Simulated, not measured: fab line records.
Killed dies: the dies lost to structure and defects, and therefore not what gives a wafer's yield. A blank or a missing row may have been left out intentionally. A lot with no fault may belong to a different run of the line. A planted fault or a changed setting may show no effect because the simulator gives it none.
Chamber matching :: flow n5_finfet :: N5_BEOL_M8_ETCH_65 on rie_diel-03 has 4 sister chambers
The step etches SiARC in CF4, target depth 15.6 nm, time 26 s. 4 wafers are shown with their chamber, then 7 later ones without.

== WAFERS WITH THEIR CHAMBER ==
wafer: L088.2
chamber: 2
drypump_motor_current_A (A): 5.6

wafer: L088.5
chamber: 1
drypump_motor_current_A (A): 6.2

wafer: L094.1
chamber: 0
drypump_motor_current_A (A): 5.5

wafer: L094.5
chamber: 3
drypump_motor_current_A (A): 6.0

== WAFERS WITHOUT THEIR CHAMBER ==
wafer: L094.6
drypump_motor_current_A (A): 5.6

wafer: L096.1
drypump_motor_current_A (A): 6.1

wafer: L096.2
drypump_motor_current_A (A): 6.0

wafer: L096.4
drypump_motor_current_A (A): 5.6

wafer: L095.2
drypump_motor_current_A (A): 6.1

wafer: L095.3
drypump_motor_current_A (A): 5.5

wafer: L095.4
drypump_motor_current_A (A): 6.0

== THE CHAMBER EACH PASSED THROUGH ==
wafer: L094.6
from the rows above: can't be placed: 2 or 0
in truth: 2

wafer: L096.1
from the rows above: can't be placed: 3 or 1
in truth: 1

wafer: L096.2
from the rows above: 3
in truth: 3

wafer: L096.4
from the rows above: can't be placed: 2 or 0
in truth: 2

wafer: L095.2
from the rows above: can't be placed: 3 or 1
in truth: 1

wafer: L095.3
from the rows above: can't be placed: 0 or 2
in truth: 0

wafer: L095.4
from the rows above: 3
in truth: 3
Correctly placed: 2 of 7. Cannot be placed on the basis of these rows: 5; the candidates contain the true chamber in 5. Placed wrongly: 0.
How it was worked out, from the rows above alone: a wafer's distance from a chamber is the root of the sum, over the readings, of the square of ((its reading less the chamber's mean) divided by the reading's scatter). If the next closest chamber is less than 2 further off than the closest, the wafer can't be placed; otherwise it belongs to the closest. A chamber's mean is the mean of its shown wafers. The scatter: root of mean squared gap, hidden wafer to nearest shown wafer, with one shown wafer a chamber.
